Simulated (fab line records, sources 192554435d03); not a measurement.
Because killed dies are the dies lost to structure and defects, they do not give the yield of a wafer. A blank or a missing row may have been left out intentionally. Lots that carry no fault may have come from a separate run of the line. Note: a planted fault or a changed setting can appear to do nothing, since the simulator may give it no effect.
fab line records	flow n5_finfet
record lots=8	wafers=22	last_day=18
route steps=1938 shown BEOL_M4@1059 PASSIVATION@1936
lots that met no fault: taken from a fault-free run of the same line
start_h: start of the lot's first displayed wafer, in hours after the record's first day	wait_h: how many hours have passed since the lot's step before this one	" as in the row above	L1.1+2: a single row standing in for several wafers	- no value present, or no start provided	* or withheld: withheld	< > ~ a bound
route shown NAME@n: NAME is a module with steps in the file, n the number in the route of the first one	usual: the fault-free wafers' mean and standard deviation	same: alike in all rows	chamber/n: place in a boat	sites: readings site by site	_std_site: how widely they spread, as a standard deviation	_edge_site: outer sites' mean less inner sites'	radius_mm: how far each site lies from the wafer's centre	mask NAME#n: copy n	behind: the most recent tool/chamber to have shaped the wafer	hold: cause of the lot's hold/its duration in hours/its outcome	device: which transistor (n, p or np) failed to switch	end of line: the same wafers' tests at the end of the route	a step without rows: its recipe alone	killed: dies that structure and defects cost at the first sort, which is not the same as the wafer's yield	map: a wafer's dies, x killed, . not, _ none there
set.NAME: setting as actually run; set.NAME@STEP: the setting as run at that earlier step	model.NAME: the simulator's own value behind a step, which no gauge read
a sample of lots followed through the steps of the route, with each step as a table and each wafer as a row
services: when a tool's chamber went out of use (start_h, in hours from the record's first day, below 0 if earlier), for how many hours, and the reason
## steps
# step N5_BEOL_M4_DESCUM_33
# recipe chemistry=O2	time_s=7	source_power_w=50	bias_power_w=20	pressure_mtorr=20	rf_frequency_hz=2.712e+07	temp_c=40	resist=CAR-EUV	o2_flow_sccm=225
# usual bias_power_w=19.99/0.064	drypump_motor_current_A=5.7/0.53	oes_product_au=0.85/0.098	rf_fwd_power_W=49.45/0.24	rf_vpp_V=243.0/1.6	showerhead_plenum_p_Torr=2.09/0.086	throttle_valve_pct=20.32/0.22
lot.wafer	tool	chamber	start_h	wait_h	bias_power_w	drypump_motor_current_A	oes_product_au	rf_fwd_power_W	rf_hours_counter_h	rf_vpp_V	showerhead_plenum_p_Torr	throttle_valve_pct
L215.3	rie_diel-02	2	187.09	0.0	20.05	5.4	0.95	49.76	10	244.0	2.24	20.34
L215.5	"	2	"	"	20.00	5.4	0.96	49.75	-	245.7	2.24	20.33
L215.6	"	1	"	"	20.01	5.4	0.67	49.51	-	240.3	1.97	20.46
L216.2	rie_diel-01	0	191.51	0.1	19.98	6.0	0.77	49.63	127	242.8	2.08	20.28
L216.5	"	1	"	"	19.93	6.7	0.95	48.80	-	242.1	2.05	20.45
L216.6	"	2	"	"	19.97	5.1	0.97	49.45	-	243.3	2.06	19.93
L217.2	rie_diel-02	2	204.46	0.2	19.82	5.4	0.94	49.67	15	245.2	2.24	20.35
L217.3	"	1	"	"	20.01	5.3	0.66	49.62	244	241.6	1.97	20.48
L217.6	"	3	"	"	19.95	6.5	0.68	49.43	-	241.7	1.96	20.05
L219.1	rie_diel-01	1	208.56	0.0	20.08	6.7	0.94	48.71	16	242.1	2.05	20.46
L219.5	"	1	"	"	20.09	6.7	0.93	49.15	-	241.4	2.05	20.47
L221.1	rie_diel-01	2	221.51	0.0	19.99	5.2	0.94	49.68	14	241.2	2.06	19.94
L221.5	"	2	"	"	19.97	5.1	0.95	49.53	-	241.8	2.06	19.94
L223.1	rie_diel-06	3	240.77	0.2	19.92	5.3	0.88	49.22	37	243.2	2.05	20.10
L223.5	"	1	"	"	20.00	4.9	0.79	49.34	-	243.1	2.10	20.25
L223.6	"	2	"	"	19.97	5.5	0.83	49.49	-	242.5	2.12	20.72
L231.2	rie_diel-02	2	295.77	0.0	19.97	5.4	0.87	49.66	52	246.9	2.22	20.39
L231.4	"	1	"	"	19.96	5.3	0.93	49.51	-	243.7	2.22	20.15
L231.5	"	0	"	"	20.05	5.6	0.68	49.58	-	241.9	1.98	20.58
L234.1	rie_diel-01	2	320.14	0.2	20.10	5.1	0.87	49.85	52	242.2	2.04	19.99
L234.5	"	3	"	"	19.96	6.1	0.85	49.50	-	241.0	2.06	20.59
L234.6	"	2	"	"	20.13	5.2	0.88	49.89	-	243.5	2.04	19.98
# step N5_BEOL_M4_ALD_98
# recipe material=SiO2	target_thk_a=25	temp_c=100	ald_precursor_family=BDEAS	ald_co_reactant=O2-plasma	pulse_time_s=1	co_reactant_pulse_time_s=1	purge_time_s=2	co_reactant_purge_time_s=2	ald_cycles=17	pressure_torr=2
# usual heater_power_w=77/4.1	precursor_pulse_height_rel=1.000/0.018	susceptor_temp_C=100.00/0.13
lot.wafer	tool	chamber	start_h	wait_h	heater_power_w	precursor_pulse_height_rel	susceptor_temp_C
L215.3	ald_sin-04	3	187.38	0.2	77	0.985	100.08
L215.5	"	3	"	"	78	0.988	99.96
L215.6	"	2	"	"	77	1.005	100.04
L216.2	ald_sin-02	2	191.65	0.1	70	1.009	100.02
L216.5	"	2	"	"	71	1.004	100.23
L216.6	"	3	"	"	76	1.022	99.95
L217.2	ald_sin-04	2	204.67	0.1	77	0.999	100.07
L217.3	"	3	"	"	77	0.998	100.06
L217.6	"	3	"	"	77	1.020	99.73
L219.1	ald_sin-02	0	210.01	1.4	86	0.992	99.82
L219.5	"	0	"	"	86	0.985	100.00
L221.1	ald_sin-04	1	222.20	0.6	76	0.984	99.79
L221.5	"	2	"	"	77	1.003	100.10
L223.1	ald_sin-02	2	240.90	0.1	73	1.047	100.06
L223.5	"	0	"	"	86	1.020	99.99
L223.6	"	1	"	"	77	1.009	100.10
L231.2	ald_sin-03	1	295.90	0.1	80	1.004	100.27
L231.4	"	3	"	"	75	1.015	100.06
L231.5	"	1	"	"	77	1.016	100.02
L234.1	ald_sin-04	2	320.56	0.3	78	1.038	100.04
L234.5	"	0	"	"	74	1.013	100.10
L234.6	"	3	"	"	78	0.994	99.94
# step N5_BEOL_M4_TRENCH_ETCH_37
# recipe chemistry=C4F6/O2	target_depth_a=555.55	target=SiOC	time_s=29.2	ion_energy_ev=250	pressure_mtorr=30	source_w=355	bias_w=185	Ar_flow_sccm=300	C4F6_flow_sccm=10	O2_flow_sccm=10
# usual drypump_motor_current_A=5.8/0.55	oes_product_au=0.82/0.1	rf_fwd_power_W=350.7/1.8	rf_vpp_V=658/9.7	run_length_s=52.3/0.39	showerhead_plenum_p_Torr=2.81/0.1	throttle_valve_pct=20.78/0.22
lot.wafer	tool	chamber	start_h	wait_h	drypump_motor_current_A	oes_product_au	rf_fwd_power_W	rf_hours_counter_h	rf_vpp_V	run_length_s	showerhead_plenum_p_Torr	throttle_valve_pct
L215.3	rie_diel-02	1	191.51	-	5.3	0.65	350.5	241	661	53.4	2.71	21.00
L215.5	"	0	"	"	5.6	0.71	351.7	-	645	52.5	2.70	20.83
L215.6	"	3	"	"	6.6	0.69	350.0	-	654	52.7	2.70	20.55
L216.2	rie_diel-02	3	196.14	-	6.5	0.69	350.3	215	654	52.2	2.70	20.57
L216.5	"	0	"	"	5.6	0.72	352.3	-	646	52.5	2.70	20.83
L216.6	"	3	"	"	6.5	0.69	348.9	-	654	52.1	2.70	20.57
L217.2	rie_diel-01	2	213.00	-	5.1	0.96	351.6	10	675	52.2	2.79	20.31
L217.3	"	0	"	"	6.0	0.76	351.6	135	652	52.1	2.87	20.95
L217.6	"	2	"	"	5.1	0.96	350.7	-	674	52.2	2.79	20.33
L219.1	rie_diel-02	0	214.91	-	5.6	0.72	-	199	645	44.2	2.69	20.83
L219.5	"	0	"	"	5.5	0.71	351.2	-	645	52.1	2.69	20.84
L221.1	rie_diel-02	3	222.86	-	6.5	0.67	-	225	653	44.9	2.69	20.56
L221.5	"	2	"	"	5.4	0.92	351.6	-	669	52.3	3.02	20.78
L223.1	rie_diel-01	3	242.93	-	6.1	0.89	350.6	37	658	52.0	2.80	20.97
L223.5	"	0	"	"	6.0	0.75	351.9	-	652	52.0	2.87	20.94
L223.6	"	1	"	"	6.7	0.91	345.0	-	655	52.6	2.78	20.91
L231.2	rie_diel-01	1	300.73	-	6.7	0.87	346.5	49	654	52.4	2.77	20.94
L231.4	"	2	"	"	5.2	0.89	353.2	43	673	52.0	2.78	20.37
L231.5	"	1	"	"	6.7	0.87	347.1	-	654	52.7	2.77	20.93
L234.1	rie_diel-02	3	330.87	-	6.6	0.97	350.4	4	664	52.3	3.02	20.23
L234.5	"	3	"	"	6.5	0.99	350.6	-	665	52.2	3.02	20.25
L234.6	"	0	"	"	5.6	0.68	351.3	-	645	52.1	2.67	20.91
# step N5_BEOL_M4_OCD_MEAS_38
# usual trench_depth_nm=55.3/1.3
lot.wafer	tool	chamber	start_h	wait_h	trench_depth_nm
L215.3	ocd-02	-	191.67	-	53.0
L215.5	"	-	"	"	55.0
L215.6	"	-	"	"	54.7
L216.2	ocd-02	-	196.29	-	54.8
L216.5	"	-	"	"	55.3
L216.6	"	-	"	"	55.0
L217.2	ocd-02	-	213.16	-	55.7
L217.3	"	-	"	"	54.5
L217.6	"	-	"	"	56.3
L219.1	ocd-01	-	215.06	-	39.7
L219.5	"	-	"	"	54.5
L221.1	ocd-02	-	223.01	-	40.4
L221.5	"	-	"	"	54.7
L223.1	ocd-01	-	243.08	-	57.1
L223.5	"	-	"	"	53.8
L223.6	"	-	"	"	57.5
L231.2	ocd-02	-	300.89	-	57.0
L231.4	"	-	"	"	56.1
L231.5	"	-	"	"	56.9
L234.1	ocd-02	-	331.03	-	56.0
L234.5	"	-	"	"	56.9
L234.6	"	-	"	"	54.4
# step N5_BEOL_M4_PRE_CLEAN_45
# recipe gas=H2/He	time_s=30	temp_c=250
# usual heater_power_w=320/37	susceptor_temp_C=250.01/0.18
lot.wafer	tool	chamber	start_h	wait_h	heater_power_w	susceptor_temp_C
L215.3	pvd_sputter-02	-	191.98	0.0	298	250.16
L215.5	"	-	"	"	414	249.97
L215.6	"	-	"	"	335	249.70
L216.2	pvd_sputter-03	-	196.79	0.0	300	249.90
L216.5	"	-	"	"	307	249.88
L216.6	"	-	"	"	319	249.74
L217.2	pvd_sputter-03	-	213.77	0.0	314	250.00
L217.3	"	-	"	"	281	249.71
L217.6	"	-	"	"	285	249.83
L219.1	pvd_sputter-02	-	216.76	0.0	419	249.81
L219.5	"	-	"	"	410	249.65
L221.1	pvd_sputter-01	-	223.68	0.0	347	250.26
L221.5	"	-	"	"	290	250.10
L223.1	pvd_sputter-03	-	243.50	0.0	291	249.93
L223.5	"	-	"	"	319	250.12
L223.6	"	-	"	"	314	250.07
L231.2	pvd_sputter-01	-	301.54	0.0	351	250.18
L231.4	"	-	"	"	297	249.79
L231.5	"	-	"	"	354	250.09
L234.1	pvd_sputter-01	-	331.54	0.0	364	250.13
L234.5	"	-	"	"	367	250.06
L234.6	"	-	"	"	351	250.09
# step N5_BEOL_M4_THK_MEAS_53
# recipe thk_meas_gauge=xrf	reads=Cu_of_BEOL_M4_ECD_50
# usual M4_THK=39.5/1.7
lot.wafer	tool	chamber	start_h	wait_h	M4_THK[nm]
L215.3	film_metro-02	-	196.80	-	37.0
L215.5	"	-	"	"	39.3
L215.6	"	-	"	"	39.7
L216.2	film_metro-02	-	200.07	-	40.0
L216.5	"	-	"	"	38.9
L216.6	"	-	"	"	38.7
L217.2	film_metro-01	-	217.33	-	40.9
L217.3	"	-	"	"	40.2
L217.6	"	-	"	"	40.8
L219.1	film_metro-01	-	219.90	-	23.5
L219.5	"	-	"	"	37.6
L221.1	film_metro-01	-	234.06	-	23.3
L221.5	"	-	"	"	38.3
L223.1	film_metro-02	-	246.66	-	41.0
L223.5	"	-	"	"	37.6
L223.6	"	-	"	"	41.3
L231.2	film_metro-02	-	304.76	-	40.8
L231.4	"	-	"	"	39.4
L231.5	"	-	"	"	40.5
L234.1	film_metro-01	-	339.54	-	39.2
L234.5	"	-	"	"	39.8
L234.6	"	-	"	"	36.9
# step N5_BEOL_M4_RS_MEAS_58
# recipe thk_meas_gauge=four-point-probe	reads=Co_of_BEOL_M4_CO_CAP_55+Cu_of_BEOL_M4_ECD_50+Co_of_BEOL_M4_CVD_47+TaN_of_BEOL_M4_ALD_84
# usual M4_RS=0.68/0.036
lot.wafer	tool	chamber	start_h	wait_h	M4_RS[ohm/sq]
L215.3	film_metro-02	-	197.38	0.1	0.74
L215.5	"	-	"	"	0.68
L215.6	"	-	"	"	0.68
L216.2	film_metro-01	-	200.33	0.1	0.67
L216.5	"	-	"	"	0.69
L216.6	"	-	"	"	0.70
L217.2	film_metro-02	-	217.62	0.1	0.65
L217.3	"	-	"	"	0.66
L217.6	"	-	"	"	0.65
L219.1	film_metro-01	-	220.19	0.1	1.36
L219.5	"	-	"	"	0.72
L221.1	film_metro-01	-	234.32	0.0	1.37
L221.5	"	-	"	"	0.71
L223.1	film_metro-01	-	246.92	0.0	0.65
L223.5	"	-	"	"	0.72
L223.6	"	-	"	"	0.64
L231.2	film_metro-01	-	305.02	0.1	0.66
L231.4	"	-	"	"	0.68
L231.5	"	-	"	"	0.66
L234.1	film_metro-01	-	339.80	0.0	0.68
L234.5	"	-	"	"	0.66
L234.6	"	-	"	"	0.73
# step N5_BEOL_M4_RC_MEAS_101
# usual DIBL_N=36.2/1.6	DIBL_P=36.1/2	IOFF_N=0.16/0.032	IOFF_P=0.22/0.036	ION_N=672/11	ION_P=463/7.5	SERP_M4=200/15	SERP_M4_max_site=214/17	SS_N=71.4/0.58	SS_P=73.2/0.67	VT_N=250/3.3	VT_P=-250/3.3
lot.wafer	tool	chamber	start_h	wait_h	DIBL_N[mV/V]	DIBL_P[mV/V]	IOFF_N[nA/um]	IOFF_P[nA/um]	ION_N[uA/um]	ION_P[uA/um]	SERP_M4[ohm/um]	SERP_M4_max_site[ohm/um]	SS_N[mV/dec]	SS_P[mV/dec]	VT_N[mV]	VT_P[mV]
L215.3	prober-01	0	197.74	0.3	38.3	35.2	0.17	0.21	679	465	226	245	71.6	73.2	248	-249
L215.5	"	0	"	"	35.9	32.5	0.13	0.18	662	458	206	214	71.3	71.8	248	-251
L215.6	"	0	"	"	36.2	33.4	0.13	0.19	671	460	204	216	71.5	72.3	251	-250
L216.2	prober-01	0	200.53	0.2	37.3	36.4	0.17	0.23	673	467	204	211	71.5	73.2	250	-247
L216.5	"	0	"	"	36.5	34.5	0.17	0.20	678	459	207	218	71.8	72.7	247	-249
L216.6	"	0	"	"	34.3	33.2	0.13	0.18	668	457	226	247	70.1	72.1	249	-250
L217.2	prober-02	0	217.83	0.2	36.2	36.8	0.15	0.20	654	455	175	182	72.1	73.0	252	-251
L217.3	"	0	"	"	35.3	34.3	0.12	0.17	665	461	191	203	71.8	72.3	255	-253
L217.6	"	0	"	"	37.4	39.0	0.18	0.23	671	458	197	210	71.7	74.2	248	-250
L219.1	prober-01	0	220.24	0.0	37.7	38.2	0.22	0.30	675	464	381	407	71.6	74.1	245	-245
L219.5	"	0	"	"	35.2	35.4	0.16	0.24	667	466	214	223	70.4	73.9	250	-245
L221.1	prober-02	0	234.37	0.0	36.8	37.0	0.18	0.23	673	461	359	377	71.7	73.3	248	-250
L221.5	"	0	"	"	36.4	36.5	0.18	0.22	676	470	204	215	71.3	73.8	249	-251
L223.1	prober-02	0	246.98	0.0	33.7	33.0	0.12	0.19	657	461	211	221	70.5	72.0	252	-246
L223.5	"	0	"	"	35.4	35.0	0.15	0.23	681	468	212	226	71.2	72.8	250	-245
L223.6	"	0	"	"	36.2	35.8	0.18	0.23	686	474	180	185	71.4	73.0	247	-244
L231.2	prober-02	0	305.23	0.2	40.5	38.1	0.21	0.27	666	462	183	200	71.8	73.7	246	-247
L231.4	"	0	"	"	37.6	34.2	0.15	0.20	660	462	188	199	71.4	72.6	250	-250
L231.5	"	0	"	"	38.3	34.9	0.16	0.20	653	457	182	193	71.7	72.8	251	-250
L234.1	prober-02	0	339.85	0.0	38.7	39.5	0.20	0.25	694	469	198	210	72.4	73.6	244	-246
L234.5	"	0	"	"	36.5	37.2	0.16	0.22	679	470	211	221	72.2	73.4	250	-247
L234.6	"	0	"	"	34.7	35.7	0.13	0.20	661	465	221	230	71.4	72.2	252	-252
# sites SERP_M4 radius_mm=0,75,75,75,75,140,140,140,140
L215.3 225 236 226 245 241 233 215 209 209
L216.2 207 208 197 207 211 201 202 202 204
L217.2 174 182 171 175 182 181 174 174 181
L219.1 390 407 391 382 381 331 322 334 332
L221.1 376 377 359 372 371 351 355 338 323
L223.1 192 206 211 206 208 211 221 216 214
L231.2 196 183 185 200 188 170 183 173 170
L234.1 210 208 210 202 198 184 191 185 176
# step N5_PASSIVATION_PROBE_49
# usual defect_limited_yield=91.4/1.3	killed_at_M0_to_M3=34/10	killed_at_M4_up=14/5.6	killed_at_contacts=13/5.9	killed_at_front_end=37/9.9	killed_at_other=3.5/2.8	killed_dies=101/15	killed_open=67/12	killed_short=32/6.6	sort_bin_5_function=5.0/0.81	sort_bin_6_memory=3.2/0.66	sort_bin_8_speed=0.00/0.007	sort_n_pass=1079/15
# same gross_dies=1180	killed_at_back_side=0	sort_bin_4_leakage[%]=0
lot.wafer	tool	chamber	start_h	wait_h	defect_limited_yield[%]	killed_at_M0_to_M3	killed_at_M4_up	killed_at_contacts	killed_at_front_end	killed_at_other	killed_dies	killed_open	killed_short	sort_bin_5_function[%]	sort_bin_6_memory[%]	sort_bin_8_speed[%]	sort_n_pass
L215.3	prober-02	-	308.74	0.1	91.7	29	11	19	35	4	98	65	32	5.1	2.8	0	1082
L215.5	prober-02	-	308.84	0.2	91.9	38	14	11	31	2	96	68	28	4.8	3.1	0	1084
L215.6	prober-02	-	308.89	0.3	90.8	42	15	11	41	0	109	81	28	6.4	2.5	0	1071
L216.2	prober-01	-	311.72	0.1	92.3	39	25	7	18	2	91	66	25	5.3	2.3	0	1089
L216.5	prober-01	-	311.87	0.2	92.0	35	21	10	28	0	94	70	24	5.1	2.9	0	1086
L216.6	prober-01	-	311.92	0.3	92.0	35	20	10	27	2	94	63	28	4.4	3.1	0	1086
L217.2	prober-02	-	323.84	0.1	92.3	31	8	19	24	9	91	59	31	4.6	2.8	0	1089
L217.3	prober-02	-	323.89	0.1	91.9	29	17	16	31	2	95	68	27	4.7	3.3	0	1085
L217.6	prober-02	-	324.04	0.3	92.1	23	9	11	42	8	93	51	42	4.7	2.6	0	1087
L219.1	prober-01	-	328.61	0.0	91.1	18	59	3	24	1	105	38	19	2.6	1.9	4.07	1075
L219.5	prober-01	-	328.81	0.2	93.3	17	13	6	39	4	79	57	22	3.6	2.9	0	1101
L221.1	prober-02	-	337.09	0.0	88.6	46	46	10	29	4	135	68	28	4.9	3.1	3.22	1045
L221.5	prober-02	-	337.29	0.2	90.5	43	18	4	46	1	112	78	34	5.3	4.0	0	1068
L223.1	prober-01	-	352.87	0.0	91.3	35	16	16	33	3	103	72	28	5.6	2.7	0	1077
L223.5	prober-01	-	353.07	0.2	92.0	18	35	6	33	2	94	65	29	5.1	2.5	0	1086
L223.6	prober-01	-	353.12	0.3	92.0	13	17	7	54	3	94	66	27	4.1	3.6	0	1086
L231.2	prober-02	-	404.77	0.1	90.8	34	8	10	53	4	109	70	32	5.2	3.3	0	1071
L231.4	prober-02	-	404.87	0.2	91.9	37	14	8	31	6	96	67	27	4.7	3.3	0	1084
L231.5	prober-02	-	404.92	0.2	90.9	38	7	10	50	2	107	79	27	4.8	3.9	0	1073
L234.1	prober-02	-	438.86	0.0	91.4	39	12	16	33	2	102	70	32	5.3	3.0	0	1078
L234.5	prober-02	-	439.06	0.2	91.6	37	19	20	20	3	99	67	30	5.0	3.1	0	1081
L234.6	prober-02	-	439.11	0.3	93.7	33	11	6	20	4	74	38	36	4.0	2.3	0	1106
# killed by level:class
L215.3 MOL_CONTACT_COAG:geometric_particle:open=16 FIN_SAQP:geometric_particle:open=10 FIN_SAQP:geometric_particle:short=6 BEOL_M0_SAQP:geometric_particle:open=6 GATE_CUT:geometric_particle:short=5 BEOL_M0_SAQP:geometric_particle:short=5 STI_FIN_REVEAL:geometric_particle:open=4 BEOL_M4:geometric_particle:open=4
L215.5 BEOL_M3:geometric_particle:open=14 MOL_CONTACT_COAG:geometric_particle:open=10 STI_FIN_REVEAL:geometric_particle:open=8 BEOL_M4:geometric_particle:open=8 FIN_SAQP:geometric_particle:open=6 BEOL_M2:geometric_particle:open=6 BEOL_M0_SAQP:geometric_particle:short=4 BEOL_M3:geometric_particle:short=4
L215.6 FIN_SAQP:geometric_particle:open=13 STI_FIN_REVEAL:geometric_particle:open=12 BEOL_M2:geometric_particle:open=12 BEOL_M3:geometric_particle:open=8 MOL_CONTACT_COAG:geometric_particle:open=7 BEOL_M4:geometric_particle:open=6 BEOL_M1:geometric_particle:open=5 BEOL_M3:geometric_particle:short=5
L216.2 BEOL_M0_SAQP:geometric_particle:open=11 BEOL_M4:geometric_particle:open=11 BEOL_M2:geometric_particle:open=9 BEOL_M3:geometric_particle:open=8 BEOL_M5:geometric_particle:open=5 MOL_CONTACT_COAG:geometric_particle:open=5 BEOL_M0_SAQP:geometric_particle:short=4 FIN_SAQP:geometric_particle:open=3
L216.5 BEOL_M3:geometric_particle:open=11 BEOL_M4:geometric_particle:open=11 BEOL_M0_SAQP:geometric_particle:short=9 MOL_CONTACT_COAG:geometric_particle:open=8 BEOL_M2:geometric_particle:open=8 STI_FIN_REVEAL:geometric_particle:open=5 ILD0:geometric_particle:open=4 GATE_CUT:geometric_particle:open=4
L216.6 BEOL_M3:geometric_particle:open=10 MOL_CONTACT_COAG:geometric_particle:open=9 BEOL_M0_SAQP:geometric_particle:open=9 BEOL_M4:geometric_particle:open=9 FIN_SAQP:geometric_particle:open=7 BEOL_M0_SAQP:geometric_particle:short=5 FIN_SAQP:geometric_particle:short=4 BEOL_M2:geometric_particle:open=4
L217.2 MOL_CONTACT_COAG:geometric_particle:open=16 BEOL_M0_SAQP:geometric_particle:open=12 BEOL_M0_SAQP:geometric_particle:short=8 FIN_SAQP:geometric_particle:short=6 FIN_SAQP:geometric_particle:open=4 BEOL_M4:geometric_particle:open=4 STI_FIN_REVEAL:geometric_particle:short=3 BEOL_M2:geometric_particle:open=3
L217.3 MOL_CONTACT_COAG:geometric_particle:open=16 BEOL_M0_SAQP:geometric_particle:short=9 BEOL_M0_SAQP:geometric_particle:open=8 BEOL_M4:geometric_particle:open=8 GATE_CUT:geometric_particle:short=7 BEOL_M2:geometric_particle:open=7 STI_FIN_REVEAL:geometric_particle:open=6 FIN_SAQP:geometric_particle:open=4
L217.6 FIN_SAQP:geometric_particle:open=12 MOL_CONTACT_COAG:geometric_particle:open=10 FIN_SAQP:geometric_particle:short=7 BEOL_M0_SAQP:geometric_particle:short=6 STI_FIN_REVEAL:geometric_particle:open=5 BEOL_M2:geometric_particle:short=4 BEOL_M2:geometric_particle:open=4 STI_FIN_REVEAL:geometric_particle:short=3
L219.1 BEOL_M4:area_ecd=48 FIN_SAQP:geometric_particle:open=10 GATE_CUT:geometric_particle:short=5 BEOL_M2:geometric_particle:open=5 BEOL_M4:geometric_particle:open=4 STI_FIN_REVEAL:geometric_particle:open=3 MOL_CONTACT_COAG:geometric_particle:open=3 BEOL_M0_SAQP:geometric_particle:short=3
L219.5 FIN_SAQP:geometric_particle:open=18 FIN_SAQP:geometric_particle:short=11 BEOL_M5:geometric_particle:open=7 BEOL_M1:geometric_particle:open=5 MOL_CONTACT_COAG:geometric_particle:open=4 BEOL_M0_SAQP:geometric_particle:short=4 STARTING-WAFER:geometric_particle:short=3 BEOL_M0_SAQP:geometric_particle:open=3
L221.1 BEOL_M4:area_ecd=38 BEOL_M0_SAQP:geometric_particle:open=9 MOL_CONTACT_COAG:geometric_particle:open=8 BEOL_M2:geometric_particle:open=8 STI_FIN_REVEAL:geometric_particle:open=7 BEOL_M0_SAQP:geometric_particle:short=7 BEOL_M3:geometric_particle:open=7 BEOL_M1:geometric_particle:open=6
L221.5 BEOL_M2:geometric_particle:open=15 STI_FIN_REVEAL:geometric_particle:open=11 BEOL_M0_SAQP:geometric_particle:short=7 BEOL_M5:geometric_particle:open=6 FIN_SAQP:geometric_particle:open=6 BEOL_M4:geometric_particle:open=6 BEOL_M1:geometric_particle:open=5 BEOL_M3:geometric_particle:open=5
L223.1 MOL_CONTACT_COAG:geometric_particle:open=14 STI_FIN_REVEAL:geometric_particle:open=12 FIN_SAQP:geometric_particle:open=9 BEOL_M2:geometric_particle:open=7 BEOL_M4:geometric_particle:open=7 BEOL_M3:geometric_particle:short=5 BEOL_M1:geometric_particle:open=5 BEOL_M0_SAQP:geometric_particle:short=4
L223.5 BEOL_M4:geometric_particle:open=16 STI_FIN_REVEAL:geometric_particle:open=10 BEOL_M5:geometric_particle:open=9 DUMMY_GATE:geometric_particle:open=7 BEOL_M0_SAQP:geometric_particle:open=7 BEOL_M0_SAQP:geometric_particle:short=6 FIN_SAQP:geometric_particle:short=4 MOL_CONTACT_COAG:geometric_particle:open=4
L223.6 FIN_SAQP:geometric_particle:open=18 STI_FIN_REVEAL:geometric_particle:open=13 FIN_SAQP:geometric_particle:short=8 BEOL_M4:geometric_particle:open=6 BEOL_M1:geometric_particle:open=5 MOL_CONTACT_COAG:geometric_particle:open=4 BEOL_M6:geometric_particle:open=4 DUMMY_GATE:geometric_particle:open=3
L231.2 STI_FIN_REVEAL:geometric_particle:open=15 FIN_SAQP:geometric_particle:open=11 BEOL_M2:geometric_particle:open=9 GATE_CUT:geometric_particle:short=8 BEOL_M3:geometric_particle:open=7 MOL_CONTACT_COAG:geometric_particle:open=6 BEOL_M3:geometric_particle:short=6 HKMG_FIN:area_etch=6
L231.4 BEOL_M3:geometric_particle:open=16 MOL_CONTACT_COAG:geometric_particle:open=7 STI_FIN_REVEAL:geometric_particle:open=5 BEOL_M0_SAQP:geometric_particle:short=5 BEOL_M4:geometric_particle:open=5 BEOL_M1:geometric_particle:open=4 STARTING-WAFER:geometric_particle:open=4 DUMMY_GATE:geometric_particle:short=4
L231.5 SPACER0:geometric_particle:open=13 FIN_SAQP:geometric_particle:open=11 BEOL_M3:geometric_particle:open=11 MOL_CONTACT_COAG:geometric_particle:open=7 DUMMY_GATE:geometric_particle:open=7 BEOL_M0:geometric_particle:open=6 BEOL_M0_SAQP:geometric_particle:open=5 STI_FIN_REVEAL:geometric_particle:open=4
L234.1 BEOL_M0_SAQP:geometric_particle:open=14 MOL_CONTACT_COAG:geometric_particle:open=13 BEOL_M0_SAQP:geometric_particle:short=13 STI_FIN_REVEAL:geometric_particle:open=8 FIN_SAQP:geometric_particle:open=7 BEOL_M3:geometric_particle:open=6 FIN_SAQP:geometric_particle:short=4 BEOL_M4:geometric_particle:open=4
L234.5 MOL_CONTACT_COAG:geometric_particle:open=16 BEOL_M0_SAQP:geometric_particle:open=15 BEOL_M4:geometric_particle:open=10 BEOL_M0_SAQP:geometric_particle:short=9 BEOL_M2:geometric_particle:open=9 FIN_SAQP:geometric_particle:short=6 STI_FIN_REVEAL:geometric_particle:open=5 MOL_CONTACT_COAG:geometric_particle:short=4
L234.6 BEOL_M0_SAQP:geometric_particle:short=17 FIN_SAQP:geometric_particle:open=6 DUMMY_GATE:geometric_particle:open=5 BEOL_M1:geometric_particle:open=4 BEOL_M0_SAQP:geometric_particle:open=4 BEOL_M2:geometric_particle:open=4 GATE_CUT:geometric_particle:short=3 MOL_CONTACT_COAG:geometric_particle:short=3
## services
tool	chamber	start_h	hours	kind
pvd_sputter-02	-	207.32	1.6	repair
rie_diel-02	1	209.60	1.2	repair
rie_diel-06	2	212.80	6.6	repair
rie_diel-02	1	219.98	-	clean
rie_diel-02	1	219.98	-	consumable_replace:focus_ring
rie_diel-02	1	219.98	-	consumable_replace:showerhead
rie_diel-02	1	219.98	28.3	scheduled_down
rie_diel-02	1	219.98	28.3	vent_cycle
rie_diel-01	0	231.78	6.0	repair
ald_sin-04	1	232.00	10.4	repair
ald_sin-03	-	237.07	0.9	repair
ald_sin-04	3	238.99	12.5	repair
ald_sin-04	3	253.67	21.0	repair
ald_sin-04	1	254.91	9.0	repair
rie_diel-02	0	262.90	4.5	repair
ald_sin-02	-	268.31	14.0	pm
ald_sin-03	2	275.70	5.3	repair
ald_sin-02	3	284.98	16.0	repair
rie_diel-02	3	287.94	-	clean
rie_diel-02	3	287.94	-	consumable_replace:focus_ring
rie_diel-02	3	287.94	-	consumable_replace:showerhead
rie_diel-02	3	287.94	28.8	scheduled_down
rie_diel-06	0	323.70	2.2	repair
ald_sin-03	3	328.11	3.1	repair
## key
first_sign step=N5_BEOL_M4_TRENCH_ETCH_37	reading=run_length_s	direction=down	sigmas=20	usual=*	struck=*
effect step=N5_BEOL_M4_OCD_MEAS_38	reading=trench_depth_nm	direction=down	sigmas=12	usual=55.3	struck=40.1
effect step=N5_BEOL_M4_THK_MEAS_53	reading=M4_THK	direction=down	sigmas=9.7	usual=39.5	struck=23.4
effect step=N5_BEOL_M4_RS_MEAS_58	reading=M4_RS	direction=up	sigmas=19	usual=0.68	struck=1.37
effect step=N5_BEOL_M4_RC_MEAS_101	reading=SERP_M4	direction=up	sigmas=12	usual=200	struck=370
effect step=N5_BEOL_M4_RC_MEAS_101	reading=SERP_M4_max_site	direction=up	sigmas=11	usual=214	struck=392
effect step=N5_PASSIVATION_PROBE_49	reading=sort_bin_8_speed	direction=up	sigmas=43	usual=0.00	struck=3.64
more_kills_born_at N5_BEOL_M4_ECD_50@ecd_cu-02=86
met_at N5_BEOL_M4_TRENCH_ETCH_37
struck_lots L219,L221
struck_wafers L219.1,L221.1
not_acting_at N5_BEOL_M4_DESCUM_33,N5_BEOL_M4_ALD_98,N5_BEOL_M4_PRE_CLEAN_45
onset_between 196.14 214.91
fault kind=process_parameter_drift	tool=rie_diel-02	chamber=-	onset_h=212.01	steps=N5_BEOL_M4_TRENCH_ETCH_37	channel=time_s	offset=*	shape=step	end_h=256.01	scope=struck_wafers_only	acts_in=*	stated=*
